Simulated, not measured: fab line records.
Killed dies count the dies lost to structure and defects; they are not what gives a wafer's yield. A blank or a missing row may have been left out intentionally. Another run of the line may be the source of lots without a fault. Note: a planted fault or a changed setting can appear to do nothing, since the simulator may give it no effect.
fab line records | flow nand-harc
record: lots: 24 wafers: 72 last-day: 24
route steps=1159 shown P_ZERO_WELL@67 P_STI@87 P_GATE@122
lots that met no fault: from a run of the same line without faults
start-h: hours from the record's first day to the start of the lot's first wafer shown | wait-h: hours elapsed since this lot's preceding step | " as in the row above | L1.1+2: a row that stands for several wafers | - no value, or no start given | * or withheld: withheld | < > ~ a bound
route shown NAME@n: a module of which the file shows steps, and the number in the route of the first | usual: average and standard deviation across the fault-free wafers | same: alike in all rows | chamber/n: place in a boat | sites: each site's reading | _std_site: the values' standard deviation | _edge_site: the outer-site mean with the inner-site mean subtracted | radius-mm: for every site, how far away it sits from the centre of the wafer | mask NAME#n: copy n | behind: the last tool/chamber to shape the wafer | hold: reason for holding the lot/hours on hold/outcome of the hold | device: names the non-switching transistor (n, p or np) | end of line: tests run on the same wafers once the route is complete | a step given without rows: its recipe and nothing more | killed: dies lost to structure and defects at the first sort, not the wafer's yield | map: dies across one wafer; x = killed, . = not, _ = none there
set.NAME: the setting as run; set.NAME@STEP: as run at that earlier step | model.NAME: the simulator's own value behind a step, which no gauge read
steps of the route over a sample of lots; a table a step, a row a wafer
services: the hour from which a tool's chamber was out of use, counted from the record's first day as start-h (under 0 if before that day), plus the number of hours and why
== steps ==
step: NHARC_P_ZERO_WELL_RTA_42
recipe: temp-c: 1100 time-s: 300
usual: lamp-power-pct: 35.1/0.94 lamp_zone_5_pct: 35.1/0.94 wafer_temp_C_max: 1105.1/0.99
columns lot.wafer tool chamber start-h wait-h lamp-power-pct lamp_zone_5_pct wafer_temp_C_max
L074.1 rtp-anneal-02 0 19.02 - 35.7 35.8 1104.0
L074.4 " 0 " " 35.8 35.8 1105.3
L074.6 " 0 " " 35.8 35.7 1105.0
L075.3 rtp-anneal-01 0 24.96 - 33.8 33.7 1106.0
L075.4 " 0 " " 33.8 33.8 1103.9
L075.6 " 0 " " 33.7 33.8 1103.9
L076.3 rtp-anneal-02 0 31.16 - 35.8 35.7 1106.3
L076.5 " 0 " " 35.8 35.8 1105.3
L076.6 " 0 " " 35.8 35.8 1105.4
L077.1 rtp-anneal-01 0 36.82 - 33.8 33.8 1105.1
L077.3 " 0 " " 33.8 33.8 1104.2
L077.4 " 0 " " 33.8 33.8 1104.5
L078.4 rtp-anneal-02 0 43.46 - 35.8 35.8 1107.2
L078.5 " 0 " " 35.8 35.8 1104.8
L078.6 " 0 " " 35.8 35.8 1104.9
L079.1 rtp-anneal-02 0 49.00 - 35.7 35.7 1105.5
L079.5 " 0 " " 35.7 35.8 1104.4
L079.6 " 0 " " 35.7 35.7 1108.0
L080.2 rtp-anneal-02 0 55.11 - 35.7 35.8 1105.5
L080.3 " 0 " " 35.7 35.8 1107.6
L080.4 " 0 " " 35.7 35.8 1104.7
L081.1 rtp-anneal-02 0 60.88 - 35.8 35.7 1104.7
L081.5 " 0 " " 35.7 35.8 1105.4
L081.6 " 0 " " 35.8 35.8 1105.1
L082.1 rtp-anneal-01 0 66.95 - 33.8 33.8 1103.8
L082.4 " 0 " " 33.8 33.8 1105.1
L082.5 " 0 " " 33.8 33.8 1104.3
L083.1 rtp-anneal-02 0 72.93 - 35.8 35.7 1105.6
L083.3 " 0 " " 35.7 35.7 1104.8
L083.5 " 0 " " 35.7 35.8 1105.0
L084.2 rtp-anneal-01 0 79.22 - 33.8 33.8 1104.5
L084.3 " 0 " " 33.8 33.8 1103.1
L084.4 " 0 " " 33.8 33.8 1103.9
L085.2 rtp-anneal-02 0 85.10 - 35.7 35.8 1104.6
L085.3 " 0 " " 35.7 35.7 1105.3
L085.5 " 0 " " 35.8 35.9 1108.3
L086.2 rtp-anneal-02 0 91.14 - 35.8 35.8 1104.2
L086.5 " 0 " " 35.8 35.8 1106.5
L086.6 " 0 " " 35.8 35.8 1105.2
L087.1 rtp-anneal-02 0 96.76 - 35.7 35.7 1104.1
L087.2 " 0 " " 35.7 35.7 1104.9
L087.4 " 0 " " 35.8 35.7 1104.1
L088.1 rtp-anneal-02 0 102.76 - 35.7 35.8 1104.9
L088.2 " 0 " " 35.8 35.8 1104.3
L088.4 " 0 " " 35.8 35.8 1105.8
L089.2 rtp-anneal-01 0 108.99 - 33.8 33.8 1106.0
L089.4 " 0 " " 33.8 33.7 1104.4
L089.5 " 0 " " 33.7 33.9 1105.0
L090.1 rtp-anneal-01 0 115.15 - 33.7 33.7 1104.2
L090.3 " 0 " " 33.7 33.7 1105.6
L090.5 " 0 " " 33.8 33.8 1104.5
L091.3 rtp-anneal-02 0 121.20 - 35.8 35.7 1105.9
L091.5 " 0 " " 35.8 35.8 1104.0
L091.6 " 0 " " 35.8 35.8 1104.8
L092.1 rtp-anneal-02 0 127.06 - 35.8 35.8 1104.9
L092.3 " 0 " " 35.7 35.7 1105.5
L092.4 " 0 " " 35.8 35.8 1104.4
L093.1 rtp-anneal-02 0 132.86 - 35.8 35.8 1105.2
L093.4 " 0 " " 35.8 35.8 1104.5
L093.6 " 0 " " 35.7 35.8 1104.4
L094.1 rtp-anneal-01 0 138.79 - 33.8 33.8 1104.8
L094.2 " 0 " " 33.8 33.8 1103.7
L094.5 " 0 " " 33.8 33.8 1104.9
L095.3 rtp-anneal-01 0 145.21 - 33.8 33.7 1105.0
L095.5 " 0 " " 33.7 33.7 1104.7
L095.6 " 0 " " 33.7 33.7 1103.8
L096.1 rtp-anneal-02 0 151.05 - 35.8 35.8 1104.7
L096.4 " 0 " " 35.8 35.8 1106.5
L096.6 " 0 " " 35.8 35.8 1104.0
L097.3 rtp-anneal-02 0 156.85 - 35.8 35.7 1105.7
L097.4 " 0 " " 35.8 35.8 1104.8
L097.5 " 0 " " 35.8 35.9 1104.2
step: NHARC_P_ZERO_WELL_INSPECT_43
usual: raw-defect-count: 14/6.2
columns lot.wafer tool chamber start-h wait-h raw-defect-count
L074.1 defect-inspect-02 - 19.70 0.6 9
L074.4 " - " " 16
L074.6 " - " " 9
L075.3 defect-inspect-01 - 25.44 0.4 15
L075.4 " - " " 14
L075.6 " - " " 8
L076.3 defect-inspect-02 - 31.63 0.4 14
L076.5 " - " " 11
L076.6 " - " " 12
L077.1 defect-inspect-01 - 37.50 0.6 19
L077.3 " - " " 10
L077.4 " - " " 13
L078.4 defect-inspect-01 - 43.82 0.2 10
L078.5 " - " " 30
L078.6 " - " " 11
L079.1 defect-inspect-01 - 49.70 0.6 14
L079.5 " - " " 27
L079.6 " - " " 20
L080.2 defect-inspect-01 - 55.68 0.5 9
L080.3 " - " " 9
L080.4 " - " " 3
L081.1 defect-inspect-01 - 61.57 0.6 10
L081.5 " - " " 20
L081.6 " - " " 11
L082.1 defect-inspect-02 - 67.63 0.6 14
L082.4 " - " " 13
L082.5 " - " " 16
L083.1 defect-inspect-01 - 73.60 0.6 20
L083.3 " - " " 15
L083.5 " - " " 18
L084.2 defect-inspect-02 - 79.79 0.5 39
L084.3 " - " " 11
L084.4 " - " " 29
L085.2 defect-inspect-01 - 85.68 0.5 14
L085.3 " - " " 21
L085.5 " - " " 13
L086.2 defect-inspect-01 - 91.70 0.5 25
L086.5 " - " " 11
L086.6 " - " " 14
L087.1 defect-inspect-01 - 97.46 0.6 19
L087.2 " - " " 19
L087.4 " - " " 8
L088.1 defect-inspect-02 - 103.44 0.6 5
L088.2 " - " " 7
L088.4 " - " " 15
L089.2 defect-inspect-02 - 109.55 0.5 5
L089.4 " - " " 15
L089.5 " - " " 12
L090.1 defect-inspect-01 - 115.83 0.6 14
L090.3 " - " " 12
L090.5 " - " " 13
L091.3 defect-inspect-01 - 121.66 0.4 10
L091.5 " - " " 11
L091.6 " - " " 15
L092.1 defect-inspect-01 - 127.74 0.6 15
L092.3 " - " " 23
L092.4 " - " " 14
L093.1 defect-inspect-01 - 133.53 0.6 6
L093.4 " - " " 14
L093.6 " - " " 16
L094.1 defect-inspect-01 - 139.50 0.6 19
L094.2 " - " " 12
L094.5 " - " " 7
L095.3 defect-inspect-02 - 145.66 0.3 10
L095.5 " - " " 12
L095.6 " - " " 5
L096.1 defect-inspect-01 - 151.73 0.6 12
L096.4 " - " " 6
L096.6 " - " " 6
L097.3 defect-inspect-01 - 157.32 0.4 14
L097.4 " - " " 18
L097.5 " - " " 19
step: NHARC_P_STI_DESCUM_14
recipe: time-s: 3 o2-flow-sccm: 200 ar-flow-sccm: 0 bias-power-w: 0 chemistry: O2
usual: drypump-motor-current-A: 5.5/0.41 mfc-ar-sccm: 0.011/0.0079 oes-product-au: 0.999/0.0085 rf-vpp-V: 57.9/0.82 showerhead-plenum-p-Torr: 1.95/0.068 throttle-valve-pct: 11.311/0.0088
columns lot.wafer tool chamber start-h wait-h drypump-motor-current-A mfc-ar-sccm oes-product-au rf-hours-counter-h rf-vpp-V showerhead-plenum-p-Torr throttle-valve-pct
L074.4 rie-diel-05 0 36.44 - 5.2 0 1.014 2.0 57.6 2.01 11.304
L074.1 " 1 " " 5.6 0.017 0.991 1.6 57.1 1.90 11.322
L074.6 " 2 " " 5.5 0.019 0.993 - 57.6 1.93 11.311
L075.3 rie-diel-10 3 41.02 - 5.4 0.013 0.993 0.7 57.9 2.00 11.319
L075.4 " 2 " " 6.2 0.018 0.995 0.7 56.9 1.90 11.300
L075.6 " 0 " " 5.2 0 0.991 - 56.6 1.94 11.309
L077.1 rie-diel-05 3 50.29 - 5.4 0 1.015 3.1 57.4 1.92 11.293
L077.3 " 0 " " 5.2 0 1.018 2.8 57.0 2.01 11.308
L077.4 " 1 " " 5.6 0.017 0.993 2.4 59.5 1.90 11.309
L076.3 rie-diel-10 0 50.46 - 5.2 0 0.983 0.9 57.9 1.94 11.325
L076.5 " 1 " " 4.9 0.007 0.996 - 57.1 2.04 11.315
L076.6 " 2 " " 6.2 0.018 1.003 - 59.5 1.90 11.318
L078.4 rie-diel-10 1 61.32 - 4.9 0.007 0.998 1.2 58.0 2.04 11.311
L078.6 " 1 " " 4.9 0.007 0.984 - 57.5 2.05 11.312
L078.5 " 2 " " 6.2 0.018 0.994 - 56.5 1.90 11.318
L079.1 rie-diel-05 2 65.15 - 5.5 0.019 1.009 2.9 58.0 1.93 11.308
L079.6 " 2 " " 5.5 0.019 1.005 - 57.8 1.93 11.307
L079.5 " 3 " " 5.4 0 0.993 - 57.9 1.92 11.307
L080.2 rie-diel-05 1 71.14 - 5.6 0.017 0.992 3.5 56.7 1.90 11.309
L080.3 " 2 " " 5.5 0.019 0.996 2.9 56.7 1.93 11.319
L080.4 " 3 " " 5.4 0 0.994 - 59.2 1.92 11.317
L081.1 rie-diel-04 1 77.22 - 6.2 0 1.012 5.1 56.8 1.79 11.310
L081.6 " 2 " " 5.7 0.025 1.019 - 58.5 2.05 11.316
L081.5 " 3 " " 5.3 0.010 1.003 - 57.6 1.91 11.319
L082.1 rie-diel-04 1 84.84 - 6.2 0 1.005 5.3 57.0 1.79 11.314
L082.4 " 2 " " 5.7 0.025 1.008 5.3 57.5 2.05 11.311
L082.5 " 3 " " 5.3 0.010 0.997 - 57.7 1.91 11.309
L083.1 rie-diel-10 3 93.51 - 5.4 0.013 0.995 2.1 57.7 2.00 11.307
L083.3 " 0 " " 5.2 0 0.998 1.7 58.3 1.94 11.307
L083.5 " 1 " " 4.9 0.007 0.995 - 58.7 2.04 11.303
L084.3 rie-diel-04 3 93.64 - 5.3 0.010 0.996 5.4 57.4 1.91 11.300
L084.4 " 0 " " 5.1 0.014 1.002 5.5 57.6 1.99 11.318
L084.2 " 1 " " 6.2 0 0.993 5.6 58.4 1.79 11.322
L085.3 rie-diel-10 3 101.66 - 5.4 0.013 1.001 2.2 57.7 2.00 11.307
L085.2 " 1 " " 4.9 0.007 0.995 2.2 57.9 2.04 11.305
L085.5 " 0 " " 5.2 0 0.996 - 57.4 1.94 11.303
L087.4 rie-diel-05 2 109.99 - 5.5 0.019 1.008 5.4 57.5 1.93 11.318
L087.2 " 0 " " 5.2 0 1.002 7.0 58.3 2.01 11.318
L087.1 " 1 " " 5.6 0.017 0.994 6.1 57.6 1.90 11.322
L086.2 rie-diel-10 2 110.15 - 6.2 0.018 1.004 2.4 58.0 1.90 11.305
L086.5 " 2 " " 6.2 0.018 0.996 - 57.8 1.90 11.313
L086.6 " 3 " " 5.4 0.013 0.996 - 56.1 2.00 11.303
L088.2 rie-diel-10 1 119.10 - 4.9 0.007 1.003 2.6 59.4 2.04 11.320
L088.1 " 3 " " 5.4 0.013 0.996 2.6 58.5 2.00 11.304
L088.4 " 0 " " 5.2 0 0.986 2.2 58.1 1.94 11.307
L089.2 rie-diel-05 3 126.36 - 5.4 0 0.990 8.3 57.4 1.92 11.300
L089.4 " 0 " " 5.2 0 1.000 7.8 58.4 2.01 11.312
L089.5 " 0 " " 5.2 0 1.011 - 58.1 2.01 11.320
L090.3 rie-diel-04 0 131.42 - 5.2 0.014 1.010 0.1 57.6 1.99 11.310
L090.1 " 1 " " 6.1 0 1.000 0.1 57.4 1.79 11.304
L090.5 " 3 " " 5.3 0.010 1.000 - 58.2 1.91 11.319
L091.3 rie-diel-10 3 137.28 - 5.4 0.013 1.006 2.8 57.7 2.00 11.305
L091.6 " 3 " " 5.4 0.013 1.011 - 58.3 2.00 11.302
L091.5 " 0 " " 5.2 0 0.997 - 58.1 1.94 11.293
L092.4 rie-diel-10 3 144.43 - 5.4 0.013 1.001 3.1 58.0 2.00 11.310
L092.3 " 0 " " 5.2 0 0.985 2.7 59.9 1.94 11.307
L092.1 " 1 " " 4.9 0.007 1.002 3.3 59.6 2.04 11.297
L093.1 rie-diel-10 2 149.98 - 6.2 0.018 0.987 3.4 58.1 1.90 11.306
L093.4 " 1 " " 4.9 0.007 0.983 3.5 56.6 2.04 11.323
L093.6 " 3 " " 5.4 0.013 0.992 - 57.4 2.00 11.315
L094.2 rie-diel-04 3 155.48 - 5.3 0.010 0.981 1.2 58.2 1.91 11.303
L094.1 " 0 " " 5.1 0.014 1.004 1.0 58.3 1.99 11.313
L094.5 " 2 " " 5.7 0.025 0.994 - 59.3 2.05 11.313
L096.4 rie-diel-10 2 163.76 - 6.2 0.018 1.002 3.9 57.9 1.90 11.321
L096.1 " 0 " " 5.2 0 0.980 3.5 59.4 1.94 11.318
L096.6 " 2 " " 6.2 0.018 0.999 - 58.2 1.90 11.295
L095.3 rie-diel-04 1 163.79 - 6.1 0 1.003 1.4 57.2 1.79 11.311
L095.6 " 0 " " 5.1 0.014 1.003 - 58.6 1.99 11.312
L095.5 " 1 " " 6.1 0 0.998 - 57.7 1.79 11.311
L097.4 rie-diel-04 3 175.98 - 5.3 0.010 0.996 2.1 58.8 1.90 11.309
L097.3 " 1 " " 6.1 0 1.001 1.7 57.0 1.79 11.330
L097.5 " 3 " " 5.3 0.010 0.999 - 57.9 1.91 11.298
step: NHARC_P_GATE_CD_MEAS_11
recipe: target-cd-nm: 1640 landing-energy-ev: 500
usual: cd-nm: 1640.9/1.8
columns lot.wafer tool chamber start-h wait-h cd-nm
L074.1 cd-sem-02 0 72.96 - 1641.0
L074.4 " 0 " " 1640.2
L074.6 " 0 " " 1637.1
L075.3 cd-sem-01 0 73.13 - 1640.0
L075.4 " 0 " " 1641.8
L075.6 " 0 " " 1639.0
L077.1 cd-sem-01 0 86.41 - 1641.2
L077.3 " 0 " " 1640.4
L077.4 " 0 " " 1640.7
L076.3 cd-sem-02 0 86.58 - 1640.6
L076.5 " 0 " " 1639.7
L076.6 " 0 " " 1639.8
L078.4 cd-sem-03 0 98.43 - 1641.0
L078.5 " 0 " " 1643.4
L078.6 " 0 " " 1642.3
L079.1 cd-sem-01 0 98.46 - 1637.7
L079.5 " 0 " " 1638.7
L079.6 " 0 " " 1638.6
L080.2 cd-sem-02 0 108.57 - 1642.6
L080.3 " 0 " " 1642.5
L080.4 " 0 " " 1642.1
L081.1 cd-sem-03 0 115.12 - 1637.3
L081.5 " 0 " " 1638.6
L081.6 " 0 " " 1640.8
L082.1 cd-sem-01 0 123.33 - 1639.4
L082.4 " 0 " " 1640.5
L082.5 " 0 " " 1639.9
L084.2 cd-sem-01 0 132.47 - 1643.6
L084.3 " 0 " " 1643.5
L084.4 " 0 " " 1643.3
L083.1 cd-sem-02 0 132.63 - 1642.9
L083.3 " 0 " " 1642.7
L083.5 " 0 " " 1642.9
L087.1 cd-sem-02 0 152.27 - 1639.7
L087.2 " 0 " " 1639.3
L087.4 " 0 " " 1637.6
L085.2 cd-sem-02 0 152.31 - 1642.2
L085.3 " 0 " " 1640.9
L085.5 " 0 " " 1640.9
L086.2 cd-sem-02 0 152.47 - 1639.0
L086.5 " 0 " " 1637.6
L086.6 " 0 " " 1637.1
L088.1 cd-sem-02 0 158.39 - 1639.0
L088.2 " 0 " " 1640.5
L088.4 " 0 " " 1640.2
L089.2 cd-sem-02 0 165.27 - 1641.7
L089.4 " 0 " " 1641.5
L089.5 " 0 " " 1639.1
L091.3 cd-sem-01 0 171.01 - 1638.8
L091.5 " 0 " " 1639.4
L091.6 " 0 " " 1641.3
L090.1 cd-sem-02 0 171.04 - 1643.3
L090.3 " 0 " " 1642.0
L090.5 " 0 " " 1642.8
L092.1 cd-sem-03 0 181.54 - 1640.2
L092.3 " 0 " " 1641.5
L092.4 " 0 " " 1640.8
L093.1 cd-sem-03 0 188.25 - 1639.8
L093.4 " 0 " " 1641.7
L093.6 " 0 " " 1640.4
L094.1 cd-sem-01 0 194.48 - 1640.5
L094.2 " 0 " " 1644.2
L094.5 " 0 " " 1642.6
L095.3 cd-sem-03 0 198.97 - 1638.8
L095.5 " 0 " " 1636.0
L095.6 " 0 " " 1637.4
L096.1 cd-sem-02 0 199.13 - 1644.3
L096.4 " 0 " " 1641.1
L096.6 " 0 " " 1643.3
L097.3 cd-sem-01 0 210.99 - 1641.5
L097.4 " 0 " " 1640.6
L097.5 " 0 " " 1641.4
step: NHARC_P_GATE_HM_DEP_102
recipe: target-thk-a: 1200 temp-c: 400 material: aC
usual: susceptor-temp-C: 399.91/0.23 throttle-valve-pct: 35.000/0.0091
columns lot.wafer tool chamber start-h wait-h susceptor-temp-C throttle-valve-pct
L074.1 acl-dep-03 0 85.22 0.4 - 34.997
L074.4 " 0 " " - 35.012
L074.6 " 0 " " - 35.010
L075.3 acl-dep-03 0 86.07 1.2 399.89 35.005
L075.4 " 0 " " 399.56 34.997
L075.6 " 0 " " 399.81 35.009
L076.3 acl-dep-02 0 100.39 1.6 399.97 35.009
L076.5 " 0 " " 400.45 34.989
L076.6 " 0 " " 399.94 35.006
L077.1 acl-dep-02 0 100.81 2.1 400.28 34.998
L077.3 " 0 " " 399.66 35.007
L077.4 " 0 " " 399.90 35.022
L079.1 acl-dep-02 0 116.93 6.4 399.79 34.999
L079.5 " 0 " " 400.10 35.012
L079.6 " 0 " " 399.95 34.985
L078.4 acl-dep-02 0 117.90 7.4 399.63 35.007
L078.5 " 0 " " 400.17 35.010
L078.6 " 0 " " 399.70 34.999
L080.2 acl-dep-02 0 127.48 6.2 399.80 34.986
L080.3 " 0 " " 399.98 35.003
L080.4 " 0 " " 399.98 35.004
L081.1 acl-dep-03 0 131.74 3.9 400.07 34.996
L081.5 " 0 " " 399.70 35.010
L081.6 " 0 " " 399.69 34.986
L082.1 acl-dep-03 0 135.83 0.4 399.98 35.003
L082.4 " 0 " " 400.22 35.002
L082.5 " 0 " " 399.80 34.997
L083.1 acl-dep-02 0 145.00 0.4 - 34.994
L083.3 " 0 " " - 34.994
L083.5 " 0 " " - 35.006
L084.2 acl-dep-03 0 145.11 0.5 400.07 34.992
L084.3 " 0 " " 399.35 35.012
L084.4 " 0 " " 399.66 34.988
L086.2 acl-dep-03 0 167.60 3.0 400.12 35.006
L086.5 " 0 " " 399.81 35.003
L086.6 " 0 " " 400.13 34.996
L087.1 acl-dep-01 0 167.75 3.2 400.02 35.003
L087.2 " 0 " " 400.04 35.002
L087.4 " 0 " " 400.24 35.004
L085.2 acl-dep-03 0 168.25 3.7 399.76 34.995
L085.3 " 0 " " 399.63 35.001
L085.5 " 0 " " 399.82 34.992
L088.1 acl-dep-01 0 175.66 5.0 399.97 35.009
L088.2 " 0 " " 399.77 34.988
L088.4 " 0 " " 399.86 35.009
L089.2 acl-dep-03 0 180.31 2.7 399.58 35.020
L089.4 " 0 " " 399.83 35.006
L089.5 " 0 " " 399.38 34.984
L091.3 acl-dep-03 0 185.89 2.7 - 35.005
L091.5 " 0 " " - 35.014
L091.6 " 0 " " - 35.010
L090.1 acl-dep-03 0 186.31 3.1 400.37 35.009
L090.3 " 0 " " 400.01 34.995
L090.5 " 0 " " 400.40 35.003
L092.1 acl-dep-03 0 194.62 0.7 - 34.999
L092.3 " 0 " " - 35.004
L092.4 " 0 " " - 35.008
L093.1 acl-dep-01 0 201.41 0.4 400.15 35.004
L093.4 " 0 " " 400.02 35.011
L093.6 " 0 " " 400.14 34.984
L094.1 acl-dep-02 0 208.31 0.4 399.76 34.996
L094.2 " 0 " " 399.80 34.985
L094.5 " 0 " " 399.82 34.993
L096.1 acl-dep-02 0 211.91 0.4 399.90 35.002
L096.4 " 0 " " 399.91 34.994
L096.6 " 0 " " 400.11 35.014
L095.3 acl-dep-01 0 212.62 1.1 - 34.988
L095.5 " 0 " " - 35.028
L095.6 " 0 " " - 35.015
L097.3 acl-dep-03 0 223.45 0.6 - 35.012
L097.4 " 0 " " - 35.004
L097.5 " 0 " " - 34.999
step: NHARC_P_GATE_DESCUM_61
recipe: time-s: 3 o2-flow-sccm: 200 ar-flow-sccm: 0 bias-power-w: 0 chemistry: O2
usual: drypump-motor-current-A: 5.5/0.32 mfc-ar-sccm: 0.007/0.0085 oes-product-au: 1.000/0.0087 rf-vpp-V: 57.9/0.87 showerhead-plenum-p-Torr: 1.93/0.089 throttle-valve-pct: 11.312/0.01
columns lot.wafer tool chamber start-h wait-h drypump-motor-current-A mfc-ar-sccm oes-product-au rf-hours-counter-h rf-vpp-V showerhead-plenum-p-Torr throttle-valve-pct
L074.4 rie-diel-01 1 100.56 - 5.6 0 1.002 47 57.8 1.77 11.296
L074.1 " 2 " " 5.7 0.011 0.995 45 56.9 1.98 11.314
L074.6 " 2 " " 5.7 0.011 0.983 - 58.7 1.98 11.307
L075.3 rie-diel-09 1 101.21 - 5.6 0 0.998 6 57.6 1.94 11.321
L075.4 " 0 " " 4.9 0.013 0.996 5 57.4 1.89 11.327
L075.6 " 1 " " 5.6 0 0.992 - 58.6 1.94 11.306
L076.3 rie-diel-01 1 115.38 - 5.6 0 1.008 53 58.5 1.77 11.311
L076.6 " 3 " " 5.0 0.005 0.997 - 58.3 2.00 11.327
L076.5 " 0 " " 5.5 0 1.023 - 56.7 1.93 11.315
L077.1 rie-diel-09 2 117.39 - 5.6 0 1.013 12 57.5 1.84 11.317
L077.3 " 3 " " 6.0 0.008 0.999 10 59.0 1.99 11.305
L077.4 " 0 " " 4.9 0.013 1.005 10 56.8 1.89 11.317
L079.1 rie-diel-11 1 132.24 - 5.1 0 1.020 18 56.3 1.99 11.306
L079.6 " 1 " " 5.0 0 1.004 - 57.2 1.99 11.302
L079.5 " 2 " " 5.9 0.004 1.002 - 57.3 2.02 11.307
L078.4 rie-diel-01 0 133.22 - 5.4 0 1.015 61 58.3 1.93 11.317
L078.5 " 2 " " 5.7 0.011 0.998 - 58.0 1.98 11.313
L078.6 " 3 " " 5.0 0.005 0.986 - 59.9 2.00 11.321
L080.4 rie-diel-11 0 143.06 - 5.6 0.026 0.995 21 57.3 1.78 11.319
L080.2 " 1 " " 5.0 0 1.004 19 57.9 1.99 11.327
L080.3 " 2 " " 5.8 0.004 1.005 21 58.9 2.02 11.332
L081.1 rie-diel-01 0 147.19 - 5.5 0 1.012 0 58.5 1.93 11.297
L081.6 " 3 " " 5.0 0.005 1.016 - 58.5 2.00 11.320
L081.5 " 0 " " 5.5 0 1.005 - 57.8 1.93 11.322
L082.1 rie-diel-01 0 151.50 - 5.5 0 1.004 2 58.6 1.93 11.312
L082.4 " 1 " " 5.6 0 1.006 2 58.9 2.08 11.317
L082.5 " 0 " " 5.5 0 1.009 - 58.7 1.93 11.310
L083.1 rie-diel-01 0 160.31 - 5.5 0 1.013 6 58.7 1.93 11.306
L083.3 " 1 " " 5.6 0 1.001 5 59.5 2.07 11.314
L083.5 " 1 " " 5.6 0 1.003 - 58.2 2.07 11.311
L084.3 rie-diel-11 1 160.48 - 5.1 0 0.998 23 58.6 1.99 11.312
L084.4 " 2 " " 5.8 0.004 1.014 25 57.8 2.02 11.325
L084.2 " 0 " " 5.6 0.026 0.997 24 56.0 1.78 11.318
L087.4 rie-diel-11 2 182.95 - 5.8 0.004 1.010 29 56.9 2.02 11.317
L087.1 " 3 " " 5.7 0.013 0.989 30 57.7 1.87 11.309
L087.2 " 1 " " 5.0 0 1.006 27 57.9 1.99 11.306
L086.2 rie-diel-11 1 183.42 - 5.0 0 1.012 27 58.2 1.99 11.320
L086.5 " 0 " " 5.6 0.026 0.996 - 57.0 1.78 11.301
L086.6 " 1 " " 5.0 0 1.011 - 57.7 1.99 11.332
L085.3 rie-diel-11 1 183.61 - 5.0 0 1.008 27 57.7 1.99 11.305
L085.2 " 2 " " 5.8 0.004 1.002 29 57.3 2.02 11.320
L085.5 " 1 " " 5.0 0 1.011 - 59.7 1.99 11.306
L088.4 rie-diel-01 0 191.04 - 5.5 0 0.994 17 57.9 1.93 11.339
L088.1 " 1 " " 5.6 0 0.989 13 58.0 2.07 11.317
L088.2 " 2 " " 5.7 0.011 0.992 17 58.8 1.97 11.294
L089.2 rie-diel-09 2 195.41 - 5.6 0 1.007 42 57.6 1.83 11.310
L089.4 " 3 " " 6.0 0.008 0.989 39 57.7 1.98 11.307
L089.5 " 0 " " 4.9 0.013 1.008 - 59.1 1.88 11.303
L091.3 rie-diel-11 3 201.01 - 5.7 0.013 0.980 0 58.0 1.87 11.297
L091.5 " 0 " " 5.6 0.026 0.995 - 56.3 1.77 11.328
L091.6 " 1 " " 5.0 0 1.001 - 58.1 1.99 11.315
L090.3 rie-diel-11 3 203.94 - 5.7 0.013 0.995 0 57.6 1.87 11.320
L090.1 " 0 " " 5.6 0.026 0.994 0 57.7 1.77 11.325
L090.5 " 3 " " 5.6 0.013 0.999 - 58.7 1.87 11.317
L092.1 rie-diel-11 1 210.83 - 5.0 0 1.001 1 58.5 1.99 11.331
L092.3 " 2 " " 5.8 0.004 1.009 1 58.1 2.02 11.316
L092.4 " 3 " " 5.7 0.013 0.998 2 58.5 1.87 11.317
L093.1 rie-diel-11 1 216.75 - 5.0 0 1.007 2 57.6 1.98 11.325
L093.4 " 3 " " 5.6 0.013 0.992 2 58.1 1.87 11.316
L093.6 " 2 " " 5.9 0.004 0.993 - 58.5 2.02 11.305
L094.1 rie-diel-11 1 223.68 - 5.0 0 1.012 3 59.0 1.99 11.317
L094.2 " 2 " " 5.8 0.004 0.995 3 59.8 2.02 11.311
L094.5 " 2 " " 5.8 0.004 0.990 - 58.6 2.02 11.286
L096.1 rie-diel-11 1 226.97 - 5.0 0 1.017 3 57.2 1.98 11.312
L096.4 " 0 " " 5.6 0.026 0.993 - 57.8 1.77 11.312
L096.6 " 1 " " 5.0 0 1.011 - 58.7 1.98 11.319
L095.3 rie-diel-11 2 229.77 - 5.9 0.004 0.991 3 58.0 2.02 11.320
L095.6 " 1 " " 5.0 0 1.012 - 57.5 1.98 11.293
L095.5 " 2 " " 5.8 0.004 0.999 - 58.9 2.02 11.322
L097.3 rie-diel-09 2 238.75 - 5.6 0 1.001 57 57.9 1.83 11.325
L097.4 " 0 " " 4.9 0.013 1.014 56 57.3 1.87 11.315
L097.5 " 3 " " 6.0 0.008 0.998 - 57.4 1.98 11.299
== services ==
columns tool chamber start-h hours kind
rie-diel-01 0 -1.17 1.5 repair
rie-diel-10 - -0.50 9.0 pm
rie-diel-11 1 -0.07 7.9 repair
acl-dep-02 - 1.78 19.2 repair
rie-diel-11 - 12.49 0.6 repair
rie-diel-10 0 33.04 3.5 repair
rie-diel-11 1 42.58 6.9 repair
acl-dep-03 - 42.97 13.0 pm
rie-diel-10 0 68.69 7.4 repair
rie-diel-01 3 83.96 3.6 repair
rie-diel-10 2 86.53 3.8 repair
rie-diel-10 - 110.44 0.8 repair
rie-diel-04 - 111.90 9.0 pm
rie-diel-01 - 137.80 9.0 pm
rie-diel-01 3 154.38 7.7 repair
rie-diel-11 2 161.62 1.9 repair
acl-dep-02 - 170.55 13.0 pm
rie-diel-10 - 176.50 9.0 pm
rie-diel-11 - 190.06 9.0 pm
rie-diel-10 - 219.34 0.7 repair
acl-dep-03 - 223.97 13.0 pm
rie-diel-11 3 226.09 2.5 repair
rie-diel-11 2 226.40 2.0 repair
rie-diel-11 0 229.34 2.6 repair
== key ==
fault none
